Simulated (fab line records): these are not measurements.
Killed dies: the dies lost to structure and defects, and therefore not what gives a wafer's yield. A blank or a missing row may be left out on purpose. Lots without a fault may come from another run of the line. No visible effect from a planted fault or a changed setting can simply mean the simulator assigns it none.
fab line records ; flow n5_finfet
record: lots: 7; wafers: 21
route steps=1938 shown BEOL_M7@1320 BEOL_M8@1359 BEOL_M10@1488 BEOL_M11@1554
start_h: start of the lot's first displayed wafer, in hours after the record's first day ; wait_h: hours since the lot's step before ; " the same as in the row above ; L1.1+2: a row that stands for several wafers ; - no value, or no start given ; * or withheld: withheld ; < > ~ a bound
route shown NAME@n: a module of which the file shows steps, and the number in the route of the first ; usual: mean/standard deviation taken from wafers without a fault ; same: alike in all rows ; chamber/n: place in a boat ; sites: each site's reading ; _std_site: the values' standard deviation ; _edge_site: mean of outer sites minus mean of inner sites ; radius_mm: for every site, how far away it sits from the centre of the wafer ; mask NAME#n: copy n ; behind: the tool/chamber that last shaped the wafer ; hold: cause of the lot's hold/its duration in hours/its outcome ; device: the transistor (n, p or np) that didn't switch ; end of line: at the end of the route, the tests of the same wafers ; where a step has no rows: the recipe by itself ; killed: dies that structure and defects cost at the first sort, which is not the same as the wafer's yield ; map: per-die view of a wafer (x killed, . not killed, _ where there is no die)
set.NAME: setting as actually run; set.NAME@STEP: the setting as run at that earlier step ; model.NAME: the simulator's own value behind a step, which no gauge read
one table per step and one row per wafer, for lots whose settings were changed on purpose
== steps ==
step: N5_BEOL_M7_ALD_77
recipe: material: TaN; target_thk_a: 20; temp_c: 275; ald_precursor_family: PDMAT; ald_co_reactant: NH3; pressure_torr: 3; carrier_flow_sccm: 1500; pulse_time_s: 2; purge_time_s: 3; co_reactant_purge_time_s: 2; co_reactant_pulse_time_s: 3; ald_cycles: 40; precursor_vessel_temp_c: 75; precursor_vessel_pressure_torr: 26.25; precursor_vessel_carrier_sccm: 1000
lot.wafer;tool;chamber;start_h;wait_h;set.ald_cycles
L074.3;ald_metal-04;1;236.23;0.2;38
L074.4+6;ald_metal-04;2,1;236.23;0.2;40
L076.2+3;ald_metal-02;0,2;250.88;0.0;34
L076.6;ald_metal-02;3;250.88;0.0;40
L077.2;ald_metal-04;3;265.20;0.0;45
L077.3+4;ald_metal-04;1,0;265.20;0.0;40
L078.1+2;ald_metal-02;0,1;272.58;0.0;45
L078.5;ald_metal-02;3;272.58;0.0;40
L079.1+3+5;ald_metal-04;0,1,2;276.97;0.0;40
L096.1+3;ald_metal-01;1,3;375.31;0.0;40
L096.6;ald_metal-01;3;375.31;0.0;37
L097.1+2+6;ald_metal-01;1,0,0;384.49;0.2;40
step: N5_BEOL_M7_SURFACE_TREAT_79
recipe: gas: Ar; time_s: *; ion_energy_ev: *; ion_current_ma_cm2: 0.5; pressure_mtorr: *; ar_flow_sccm: 30
step: N5_BEOL_M7_CVD_78
recipe: material: Co; target_thk_a: 20; temp_c: withheld; precursor: CCTBA/H2; pressure_torr: 30; time_s: 142.3
step: N5_BEOL_M7_ECD_50
recipe: material: Cu; target_thk_a: 3000
step: N5_BEOL_M7_ANNEAL_51
recipe: temp_c: 225; time_s: 90; ambient: N2
step: N5_BEOL_M7_CMP_52
recipe: stop_on: SiCOH_lowk; t_overpolish_s: 6.9; down_force_psi: 1; platen_rpm: 50; clearing_platen_down_force_psi: 1.5; clearing_platen_rpm: 50; post_cmp_clean: cu_alkaline; target_thk_nm: 80; clearing_platen_pad_velocity_m_s: 0.99484; pad_velocity_m_s: 0.99484
lot.wafer;tool;chamber;start_h;wait_h;set.time_s@BEOL_M7_TRENCH_ETCH_37;model.Cu_of_BEOL_M7_ECD_50.thk_nm
L074.3;cmp-04;0;238.85;0.2;31.2;80
L074.4;cmp-04;1;238.85;0.2;31.2;81
L074.6;cmp-04;0;238.85;0.2;25.13;63.8
L076.3;cmp-01;3;252.83;0.2;38.05;98
L076.2;cmp-01;1;252.83;0.2;31.2;81
L076.6;cmp-01;0;252.83;0.2;31.2;77.2
L077.3;cmp-04;1;266.45;0.3;31.2;79
L077.2;cmp-04;3;266.45;0.3;31.2;81.4
L077.4;cmp-04;0;266.45;0.3;31.2;80
L078.2;cmp-04;0;274.37;0.3;31.2;84.8
L078.1;cmp-04;1;274.37;0.3;31.2;80
L078.5;cmp-04;3;274.37;0.3;31.2;80.8
L079.1;cmp-04;3;278.13;0.3;31.2;78.2
L079.3;cmp-04;0;278.13;0.3;31.2;81.2
L079.5;cmp-04;2;278.13;0.3;31.2;79.8
L096.3;cmp-01;3;376.76;0.4;31.2;78.2
L096.1;cmp-01;2;376.76;0.4;31.2;79
L096.6;cmp-01;0;376.76;0.4;31.2;78.8
L097.2;cmp-04;1;386.06;0.4;31.2;79.8
L097.1;cmp-04;3;386.06;0.4;31.2;76.2
L097.6;cmp-04;1;386.06;0.4;31.2;80
step: N5_BEOL_M7_THK_MEAS_53
recipe: thk_meas_gauge: xrf; reads: Cu_of_BEOL_M7_ECD_50
usual: M7_THK: 80.1/1.7
lot.wafer;tool;chamber;start_h;wait_h;set.time_s@BEOL_M7_TRENCH_ETCH_37;M7_THK[nm]
L074.3;film_metro-02;-;239.14;-;31.2;79.7
L074.4;film_metro-02;-;239.14;-;31.2;80.4
L074.6;film_metro-02;-;239.14;-;25.13;63.8
L076.2;film_metro-01;-;253.13;-;31.2;81.0
L076.3;film_metro-01;-;253.13;-;38.05;98.0
L076.6;film_metro-01;-;253.13;-;31.2;77.9
L077.2;film_metro-02;-;266.75;-;31.2;81.9
L077.3;film_metro-02;-;266.75;-;31.2;79.7
L077.4;film_metro-02;-;266.75;-;31.2;80.2
L078.1;film_metro-01;-;274.59;-;31.2;79.5
L078.2;film_metro-01;-;274.59;-;31.2;84.6
L078.5;film_metro-01;-;274.59;-;31.2;80.8
L079.1;film_metro-02;-;278.34;-;31.2;78.2
L079.3;film_metro-02;-;278.34;-;31.2;80.9
L079.5;film_metro-02;-;278.34;-;31.2;79.9
L096.1;film_metro-01;-;377.06;-;31.2;78.4
L096.3;film_metro-01;-;377.06;-;31.2;77.5
L096.6;film_metro-01;-;377.06;-;31.2;78.5
L097.1;film_metro-01;-;386.35;-;31.2;76.8
L097.2;film_metro-01;-;386.35;-;31.2;80.3
L097.6;film_metro-01;-;386.35;-;31.2;80.7
step: N5_BEOL_M7_PRE_CLEAN_55
recipe: gas: NH3; time_s: 15; temp_c: withheld; rf_power_w: 300
step: N5_BEOL_M7_DEP_56
recipe: material: SiCN; target_thk_a: 100; temp_c: withheld; precursor: 3MS/NH3; pressure_torr: 3; rf_w: 202; time_s: 17.5
step: N5_BEOL_M7_RS_MEAS_57
recipe: thk_meas_gauge: four-point-probe; reads: Cu_of_BEOL_M7_ECD_50+Co_of_BEOL_M7_CVD_78+TaN_of_BEOL_M7_ALD_77
usual: M7_RS: 0.286/0.0071
lot.wafer;tool;chamber;start_h;wait_h;set.time_s@BEOL_M7_TRENCH_ETCH_37;M7_RS[ohm/sq]
L074.3;film_metro-02;-;239.28;0.1;31.2;0.286
L074.4;film_metro-02;-;239.28;0.1;31.2;0.282
L074.6;film_metro-02;-;239.28;0.1;25.13;0.373
L076.2;film_metro-01;-;253.29;0.1;31.2;0.282
L076.3;film_metro-01;-;253.29;0.1;38.05;0.226
L076.6;film_metro-01;-;253.29;0.1;31.2;0.298
L077.2;film_metro-02;-;266.88;0.1;31.2;0.279
L077.3;film_metro-02;-;266.88;0.1;31.2;0.290
L077.4;film_metro-02;-;266.88;0.1;31.2;0.285
L078.1;film_metro-01;-;274.72;0.1;31.2;0.285
L078.2;film_metro-01;-;274.72;0.1;31.2;0.266
L078.5;film_metro-01;-;274.72;0.1;31.2;0.282
L079.1;film_metro-02;-;278.51;0.1;31.2;0.294
L079.3;film_metro-02;-;278.51;0.1;31.2;0.280
L079.5;film_metro-02;-;278.51;0.1;31.2;0.286
L096.1;film_metro-02;-;377.19;0.1;31.2;0.290
L096.3;film_metro-02;-;377.19;0.1;31.2;0.294
L096.6;film_metro-02;-;377.19;0.1;31.2;0.291
L097.1;film_metro-02;-;386.60;0.1;31.2;0.302
L097.2;film_metro-02;-;386.60;0.1;31.2;0.286
L097.6;film_metro-02;-;386.60;0.1;31.2;0.285
step: N5_BEOL_M8_COAT_22
recipe: resist: CAR-EUV; spin_rpm: 1500; resist_thk_nm: 30
lot.wafer;tool;chamber;start_h;wait_h;set.spin_rpm;model.CAR-EUV_of_BEOL_M8_COAT_22.thk_nm
L074.3+4;litho_track-03;0;-;-;1643;28.6
L074.6;litho_track-03;0;-;-;1500;30
L076.2;litho_track-05;0;-;-;1649;28.6
L076.3+6;litho_track-05;0;-;-;1500;29.8
L077.2+3+4;litho_track-04;0;-;-;1500;30
L078.1+5;litho_track-03;0;-;-;1349;31.8
L078.2;litho_track-03;0;-;-;1500;30
L079.1+5;litho_track-04;0;-;-;1500;30
L079.3;litho_track-04;0;-;-;1548;29.6
L096.1+3+6;litho_track-03;0;-;-;1500;30
L097.1;litho_track-03;0;-;-;1500;30.2
L097.2+6;litho_track-03;0;-;-;1500;30
step: N5_BEOL_M8_ETCH_65
recipe: chemistry: CF4; target: SiARC; target_depth_a: 156; mask_material: CAR-EUV; time_s: 26; ion_energy_ev: 80; pressure_mtorr: 40; source_w: 545; bias_w: 36; Ar_flow_sccm: 100; cf4_flow_sccm: 100; ends: cleared
lot.wafer;tool;chamber;start_h;wait_h;set.cf4_flow_sccm;set.spin_rpm@BEOL_M8_COAT_22;model.CAR-EUV_of_BEOL_M8_COAT_22.thk_nm
L074.3;rie_diel-04;2;243.65;0.0;100;1643;10
L074.4;rie_diel-04;0;243.65;0.0;100;1643;9.8
L074.6;rie_diel-04;2;243.65;0.0;100;1500;11.4
L076.2;rie_diel-03;2;259.25;0.0;100;1649;9.8
L076.3+6;rie_diel-03;3,2;259.25;0.0;100;1500;11
L077.2;rie_diel-04;2;271.31;0.0;89.69;1500;11.2
L077.3+4;rie_diel-04;0,1;271.31;0.0;100;1500;11.2
L078.1;rie_diel-04;3;280.35;0.0;100;1349;12.8
L078.2;rie_diel-04;2;280.35;0.0;100;1500;11.4
L078.5;rie_diel-04;2;280.35;0.0;100;1349;13
L079.1;rie_diel-04;2;286.13;0.0;100;1500;11.2
L079.3;rie_diel-04;0;286.13;0.0;100;1548;10.8
L079.5;rie_diel-04;3;286.13;0.0;110.2;1500;11.2
L096.1;rie_diel-01;0;383.12;0.0;87.75;1500;11
L096.3+6;rie_diel-01;1,3;383.12;0.0;100;1500;11.2
L097.1+2+6;rie_diel-04;0,3,2;394.33;0.0;100;1500;11.2
step: N5_BEOL_M8_DEP_56
recipe: material: SiCN; target_thk_a: 100; temp_c: withheld; precursor: 3MS/NH3; pressure_torr: 3; rf_w: 202; time_s: 17.5
lot.wafer;tool;chamber;start_h;wait_h;set.time_s;model.SiCN_of_BEOL_M8_DEP_56.thk_nm
L074.3;pecvd-01;0;248.26;0.0;18.88;10.6
L074.4;pecvd-01;1;248.26;0.0;18.88;10.8
L074.6;pecvd-01;0;248.26;0.0;17.5;10
L076.2;pecvd-01;2;262.48;0.0;17.5;10
L076.3;pecvd-01;0;262.48;0.0;14.89;8.6
L076.6;pecvd-01;0;262.48;0.0;14.89;8.8
L077.2;pecvd-01;1;273.99;0.0;17.5;10
L077.3;pecvd-01;2;273.99;0.0;16.77;9.8
L077.4;pecvd-01;2;273.99;0.0;17.5;10.2
L078.1+2;pecvd-03;0,1;283.25;0.0;17.5;10.4
L078.5;pecvd-03;2;283.25;0.0;16.48;9.6
L079.1;pecvd-04;2;289.88;0.0;17.5;9.6
L079.3;pecvd-04;0;289.88;0.0;17.5;10.2
L079.5;pecvd-04;1;289.88;0.0;19.47;11.4
L096.1+6;pecvd-01;1,0;386.81;0.0;15.66;8.8
L096.3;pecvd-01;2;386.81;0.0;17.5;9.8
L097.1;pecvd-04;0;397.48;0.0;17.5;10
L097.2;pecvd-04;2;397.48;0.0;17.5;9.8
L097.6;pecvd-04;1;397.48;0.0;17.5;10.2
step: N5_BEOL_M10_ETCH_62
recipe: chemistry: N2/H2; target: SOC; target_depth_a: 1100; overetch_a: 220; mask_material: SiARC; temp_c: 40; time_s: 165; ion_energy_ev: 200; pressure_mtorr: 30; source_w: 840; bias_w: 150; n2_flow_sccm: 200; h2_flow_sccm: 200
lot.wafer;tool;chamber;start_h;wait_h;set.time_s;model.SiARC_of_BEOL_M10_COAT_60.thk_nm
L074.3;rie_diel-03;3;261.09;0.0;165;24
L074.4;rie_diel-03;3;261.09;0.0;189.9;23
L074.6;rie_diel-03;0;261.09;0.0;189.9;22.6
L076.2+3;rie_diel-04;2,1;274.30;0.0;165;23.6
L076.6;rie_diel-04;3;274.30;0.0;165;23.4
L077.2;rie_diel-01;3;287.54;0.0;165;23.4
L077.3;rie_diel-01;0;287.54;0.0;192.1;23
L077.4;rie_diel-01;2;287.54;0.0;192.1;22.6
L078.1+2;rie_diel-04;0,1;295.68;0.0;165;23.6
L078.5;rie_diel-04;1;295.68;0.0;165;23.4
L079.1;rie_diel-04;0;300.54;0.0;165;23.6
L079.3;rie_diel-04;3;300.54;0.0;139.8;24.4
L079.5;rie_diel-04;3;300.54;0.0;139.8;24.2
L096.1;rie_diel-03;2;401.99;0.0;150.6;24
L096.3;rie_diel-03;3;401.99;0.0;165;23.6
L096.6;rie_diel-03;0;401.99;0.0;165;23.4
L097.1+2+6;rie_diel-03;0,3,3;408.59;0.0;165;23.4
step: N5_BEOL_M10_STRIP_68
recipe: chemistry: N2/H2; temp_c: 40; n2_flow_sccm: 200; h2_flow_sccm: 200; rf_frequency_hz: 6e+07
step: N5_BEOL_M10_STRIP_67
recipe: chemistry: CF4; resist: SiARC; power_w: 300; bias_power_w: 75; pressure_mtorr: 50; cf4_flow_sccm: 150; rf_frequency_hz: 6e+07
step: N5_BEOL_M10_HM_OPEN_17
recipe: chemistry: Cl2/BCl3; target_depth_a: 200; overetch_a: 60; target: TiN; mask_material: SOC; ion_energy_ev: 150; pressure_mtorr: 10; icp_w: 1000; bias_w: 126; Cl2_flow_sccm: 53.25; bcl3_flow_sccm: 21.75; Ar_flow_sccm: 25
lot.wafer;tool;chamber;start_h;wait_h;set.time_s@BEOL_M10_ETCH_62;model.etch.depth_nm
L074.3;rie_metal-02;1;261.32;0.1;165;19.96
L074.4;rie_metal-02;0;261.32;0.1;189.9;17.75
L074.6;rie_metal-02;0;261.32;0.1;189.9;17.54
L076.2;rie_metal-01;0;274.48;0.0;165;20.08
L076.3;rie_metal-01;0;274.48;0.0;165;19.91
L076.6;rie_metal-01;1;274.48;0.0;165;19.87
L077.2;rie_metal-02;0;287.73;0.0;165;20.2
L077.3;rie_metal-02;1;287.73;0.0;192.1;17.56
L077.4;rie_metal-02;0;287.73;0.0;192.1;17.58
L078.1;rie_metal-02;0;295.87;0.0;165;19.57
L078.2;rie_metal-02;1;295.87;0.0;165;19.58
L078.5;rie_metal-02;1;295.87;0.0;165;19.62
L079.1;rie_metal-02;0;300.73;0.0;165;19.66
L079.3;rie_metal-02;0;300.73;0.0;139.8;19.75
L079.5;rie_metal-02;0;300.73;0.0;139.8;19.63
L096.1;rie_metal-03;1;402.18;0.0;150.6;20.01
L096.3;rie_metal-03;1;402.18;0.0;165;20.09
L096.6;rie_metal-03;1;402.18;0.0;165;20.08
L097.1;rie_metal-03;0;408.78;0.0;165;19.79
L097.2;rie_metal-03;1;408.78;0.0;165;19.82
L097.6;rie_metal-03;1;408.78;0.0;165;19.88
step: N5_BEOL_M10_EXPOSE_25
recipe: mask_id: V9; na: 1.35; source_shape: annular; sigma_inner: 0.5; sigma_outer: 0.8; polarization: unpolarized; dose_mj: 85.5
lot.wafer;tool;chamber;start_h;wait_h;mask;set.dose_mj
L074.3+6;arfi_scanner-03;0;261.76;-;V9#0;81.71
L074.4;arfi_scanner-03;0;261.76;-;V9#0;85.5
L076.2+6;arfi_scanner-03;0;275.53;-;V9#0;85.5
L076.3;arfi_scanner-03;0;275.53;-;V9#0;80.28
L077.2+3+4;arfi_scanner-03;0;289.93;-;V9#0;85.5
L078.1+2+5;arfi_scanner-03;0;299.64;-;V9#0;85.5
L079.1;arfi_scanner-03;0;301.11;-;V9#0;85.5
L079.3+5;arfi_scanner-03;0;301.11;-;V9#0;81.08
L096.1+3;arfi_scanner-02;0;403.49;-;V9#0;85.5
L096.6;arfi_scanner-02;0;403.49;-;V9#0;81.34
L097.1+2+6;arfi_scanner-03;0;410.46;-;V9#0;85.5
step: N5_BEOL_M10_PEB_26
recipe: peb_temp_c: withheld; peb_time_s: 60; resist: CAR-ArF
step: N5_BEOL_M10_DEVELOP_27
recipe: develop_time_s: 30; developer: TMAH; resist: CAR-ArF; rinse_liquid: diw; dry: air_spin; dev_temp_c: 23
step: N5_BEOL_M10_CD_MEAS_28
recipe: target_cd_nm: 70; landing_energy_ev: 500; detector: se_inlens; polarity: opening
usual: cd_nm: 69.7/1
lot.wafer;tool;chamber;start_h;wait_h;set.dose_mj@BEOL_M10_EXPOSE_25;cd_nm
L074.3;cd_sem-01;0;261.88;-;81.71;67.4
L074.4;cd_sem-01;0;261.88;-;85.5;70.4
L074.6;cd_sem-01;0;261.88;-;81.71;66.7
L076.2;cd_sem-02;0;275.66;-;85.5;71.5
L076.3;cd_sem-02;0;275.66;-;80.28;65.9
L076.6;cd_sem-02;0;275.66;-;85.5;69.3
L077.2;cd_sem-02;0;290.06;-;85.5;70.5
L077.3;cd_sem-02;0;290.06;-;85.5;69.8
L077.4;cd_sem-02;0;290.06;-;85.5;70.0
L078.1;cd_sem-02;0;299.77;-;85.5;69.2
L078.2;cd_sem-02;0;299.77;-;85.5;68.9
L078.5;cd_sem-02;0;299.77;-;85.5;67.8
L079.1;cd_sem-01;0;301.24;-;85.5;71.4
L079.3;cd_sem-01;0;301.24;-;81.08;66.2
L079.5;cd_sem-01;0;301.24;-;81.08;65.9
L096.1;cd_sem-01;0;403.62;-;85.5;69.9
L096.3;cd_sem-01;0;403.62;-;85.5;69.6
L096.6;cd_sem-01;0;403.62;-;81.34;64.6
L097.1;cd_sem-03;0;410.59;-;85.5;68.6
L097.2;cd_sem-03;0;410.59;-;85.5;70.8
L097.6;cd_sem-03;0;410.59;-;85.5;70.0
step: N5_BEOL_M11_ETCH_62
recipe: chemistry: N2/H2; target: SOC; target_depth_a: 1100; overetch_a: 220; mask_material: SiARC; temp_c: 40; time_s: 165; ion_energy_ev: 200; pressure_mtorr: 30; source_w: 840; bias_w: 150; n2_flow_sccm: 200; h2_flow_sccm: 200
lot.wafer;tool;chamber;start_h;wait_h;set.time_s;model.SiARC_of_BEOL_M11_COAT_60.thk_nm
L074.3+4;rie_diel-05;0,3;269.46;0.0;165;23.4
L074.6;rie_diel-05;0;269.46;0.0;154.7;23.8
L076.2;rie_diel-06;0;281.83;0.0;202;21.8
L076.3+6;rie_diel-06;1,3;281.83;0.0;202;22
L077.2;rie_diel-06;3;295.98;0.0;165;23.4
L077.3+4;rie_diel-06;1,0;295.98;0.0;165;23.2
L078.1;rie_diel-02;3;307.85;0.0;194;22.2
L078.2+5;rie_diel-02;0,2;307.85;0.0;165;23.2
L079.1+5;rie_diel-06;3,0;308.07;0.0;165;23.4
L079.3;rie_diel-06;1;308.07;0.0;165;23.2
L096.1+3+6;rie_diel-02;0,2,1;409.50;0.0;165;23.4
L097.1+2;rie_diel-05;0,2;417.74;0.0;165;23.2
L097.6;rie_diel-05;2;417.74;0.0;165;23.4
step: N5_BEOL_M11_COAT_63
recipe: resist: SOC; temp_c: 250; time_s: 60; spin_rpm: 1500; resist_thk_nm: 100
lot.wafer;tool;chamber;start_h;wait_h;set.spin_rpm;model.SOC_of_BEOL_M11_COAT_63.thk_nm
L074.3;litho_track-03;0;270.75;0.9;1500;100
L074.4+6;litho_track-03;0;270.75;0.9;1555;98.2
L076.2;litho_track-04;0;282.32;0.0;1500;100
L076.3;litho_track-04;0;282.32;0.0;1500;99.6
L076.6;litho_track-04;0;282.32;0.0;1500;99.8
L077.2+3;litho_track-03;0;298.25;1.8;1500;99.8
L077.4;litho_track-03;0;298.25;1.8;1500;99.6
L078.1;litho_track-02;0;308.25;0.0;1384;104.2
L078.2;litho_track-02;0;308.25;0.0;1500;100
L078.5;litho_track-02;0;308.25;0.0;1500;99.6
L079.1;litho_track-04;0;308.47;0.0;1332;106.4
L079.3;litho_track-04;0;308.47;0.0;1332;106
L079.5;litho_track-04;0;308.47;0.0;1500;100.2
L096.1;litho_track-02;0;410.79;0.9;1500;100.8
L096.3+6;litho_track-02;0;410.79;0.9;1500;100.2
L097.1;litho_track-04;0;420.99;2.8;1500;99.8
L097.2;litho_track-04;0;420.99;2.8;1500;100
L097.6;litho_track-04;0;420.99;2.8;1500;99.6
step: N5_BEOL_M11_COAT_64
recipe: resist: SiARC; temp_c: 220; time_s: 60; spin_rpm: 1500; resist_thk_nm: 30
step: N5_BEOL_M11_COAT_22
recipe: resist: CAR-ArF; spin_rpm: 1500; resist_thk_nm: 90
step: N5_BEOL_M11_DESCUM_33
recipe: chemistry: O2; time_s: 7.9; source_power_w: 50; bias_power_w: 20; pressure_mtorr: 20; rf_frequency_hz: 2.712e+07; temp_c: 40; resist: CAR-ArF; o2_flow_sccm: 225
step: N5_BEOL_M11_ETCH_65
recipe: chemistry: CF4; target: SiARC; target_depth_a: 390; mask_material: CAR-ArF; time_s: 65; ion_energy_ev: 80; pressure_mtorr: 40; source_w: 545; bias_w: 36; Ar_flow_sccm: 100; cf4_flow_sccm: 100; ends: cleared
step: N5_BEOL_M11_ETCH_66
recipe: chemistry: N2/H2; target: SOC; target_depth_a: 1200; overetch_a: 240; mask_material: SiARC; temp_c: 40; time_s: 180; ion_energy_ev: 200; pressure_mtorr: 30; source_w: 840; bias_w: 150; n2_flow_sccm: 200; h2_flow_sccm: 200
lot.wafer;tool;chamber;start_h;wait_h;set.spin_rpm@BEOL_M11_COAT_63;model.etch.depth_nm
L074.3;rie_diel-06;0;271.37;0.0;1500;99.93
L074.4;rie_diel-06;2;271.37;0.0;1555;98.25
L074.6;rie_diel-06;0;271.37;0.0;1555;98.19
L076.2;rie_diel-05;0;283.40;0.0;1500;100
L076.3;rie_diel-05;2;283.40;0.0;1500;99.55
L076.6;rie_diel-05;3;283.40;0.0;1500;99.73
L077.2;rie_diel-02;2;298.80;0.0;1500;99.73
L077.3;rie_diel-02;3;298.80;0.0;1500;99.85
L077.4;rie_diel-02;1;298.80;0.0;1500;99.7
L078.1;rie_diel-02;1;308.80;0.0;1384;104.3
L078.2;rie_diel-02;2;308.80;0.0;1500;100
L078.5;rie_diel-02;2;308.80;0.0;1500;99.57
L079.1;rie_diel-02;1;309.26;0.0;1332;106.4
L079.3;rie_diel-02;2;309.26;0.0;1332;106.1
L079.5;rie_diel-02;2;309.26;0.0;1500;100.2
L096.1;rie_diel-02;0;411.90;0.0;1500;100.7
L096.3+6;rie_diel-02;3;411.90;0.0;1500;100.3
L097.1;rie_diel-02;0;421.54;0.0;1500;99.7
L097.2;rie_diel-02;3;421.54;0.0;1500;99.94
L097.6;rie_diel-02;0;421.54;0.0;1500;99.69
step: N5_BEOL_M11_STRIP_69
recipe: chemistry: N2/H2; temp_c: 40; n2_flow_sccm: 200; h2_flow_sccm: 200; rf_frequency_hz: 6e+07
step: N5_BEOL_M11_VIA_ETCH_34
recipe: chemistry: C4F6/O2; target: SiCOH_lowk; target_depth_a: 1845; mask_material: SOC; taper_deg: 4; time_s: 69.2; ion_energy_ev: 250; pressure_mtorr: 30; source_w: 345; bias_w: 185; Ar_flow_sccm: 300; C4F6_flow_sccm: 10; O2_flow_sccm: 10
lot.wafer;tool;chamber;start_h;wait_h;set.spin_rpm@BEOL_M11_COAT_63;model.SOC_of_BEOL_M11_COAT_63.thk_nm
L074.3;rie_diel-06;0;271.50;0.0;1500;91.8
L074.4+6;rie_diel-06;2,0;271.50;0.0;1555;90.2
L076.2+6;rie_diel-05;0,3;283.52;0.0;1500;91.8
L076.3;rie_diel-05;2;283.52;0.0;1500;91.4
L077.2+4;rie_diel-02;2,1;298.92;0.0;1500;91.6
L077.3;rie_diel-02;3;298.92;0.0;1500;92
L078.1;rie_diel-02;1;308.92;0.0;1384;96
L078.2;rie_diel-02;2;308.92;0.0;1500;91.8
L078.5;rie_diel-02;2;308.92;0.0;1500;91.4
L079.1;rie_diel-02;1;309.39;0.0;1332;98.2
L079.3;rie_diel-02;2;309.39;0.0;1332;98
L079.5;rie_diel-02;2;309.39;0.0;1500;92
L096.1+3+6;rie_diel-02;0,3,3;412.02;0.0;1500;92.4
L097.1;rie_diel-02;0;421.67;0.0;1500;91.4
L097.2;rie_diel-02;3;421.67;0.0;1500;92
L097.6;rie_diel-02;0;421.67;0.0;1500;91.6
== key ==
split: step: N5_BEOL_M7_ALD_77; setting: ald_cycles; stated: 40; by: wafer
response none clear
split: step: N5_BEOL_M8_COAT_22; setting: spin_rpm; stated: 1500; by: wafer
response: step: N5_BEOL_M8_COAT_22; reading: model.CAR-EUV_of_BEOL_M8_COAT_22.thk_nm; change: -0.148; per: 1%; r: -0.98
response: step: N5_BEOL_M8_ETCH_65; reading: model.CAR-EUV_of_BEOL_M8_COAT_22.thk_nm; change: -0.141; per: 1%; r: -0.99
split: step: N5_BEOL_M8_ETCH_65; setting: cf4_flow_sccm; stated: 100; by: wafer
response none clear
split: step: N5_BEOL_M8_DEP_56; setting: time_s; stated: 17.5; by: wafer
response: step: N5_BEOL_M8_DEP_56; reading: model.SiCN_of_BEOL_M8_DEP_56.thk_nm; change: +0.102; per: 1%; r: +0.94
split: step: N5_BEOL_M10_ETCH_62; setting: time_s; stated: 165; by: wafer
response: step: N5_BEOL_M10_ETCH_62; reading: model.SiARC_of_BEOL_M10_COAT_60.thk_nm; change: -0.0533; per: 1%; r: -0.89
response: step: N5_BEOL_M10_HM_OPEN_17; reading: model.etch.depth_nm; shape: bent; at_lowest: 19.69; at_stated: 19.87; at_highest: 17.57
split: step: N5_BEOL_M10_EXPOSE_25; setting: dose_mj; stated: 85.5; by: wafer
response: step: N5_BEOL_M10_CD_MEAS_28; reading: cd_nm; change: +0.886; per: 1%; r: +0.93
split: step: N5_BEOL_M11_ETCH_62; setting: time_s; stated: 165; by: wafer
response: step: N5_BEOL_M11_ETCH_62; reading: model.SiARC_of_BEOL_M11_COAT_60.thk_nm; change: -0.0577; per: 1%; r: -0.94
split: step: N5_BEOL_M11_COAT_63; setting: spin_rpm; stated: 1500; by: wafer
response: step: N5_BEOL_M11_COAT_63; reading: model.SOC_of_BEOL_M11_COAT_63.thk_nm; change: -0.543; per: 1%; r: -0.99
response: step: N5_BEOL_M11_ETCH_66; reading: model.etch.depth_nm; change: -0.548; per: 1%; r: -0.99
response: step: N5_BEOL_M11_VIA_ETCH_34; reading: model.SOC_of_BEOL_M11_COAT_63.thk_nm; change: -0.545; per: 1%; r: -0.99
split outside_this_file step=N5_BEOL_M7_TRENCH_ETCH_37 setting=time_s
split outside_this_file: this setting was split too, and the file shows its column; the key of that split is in another file
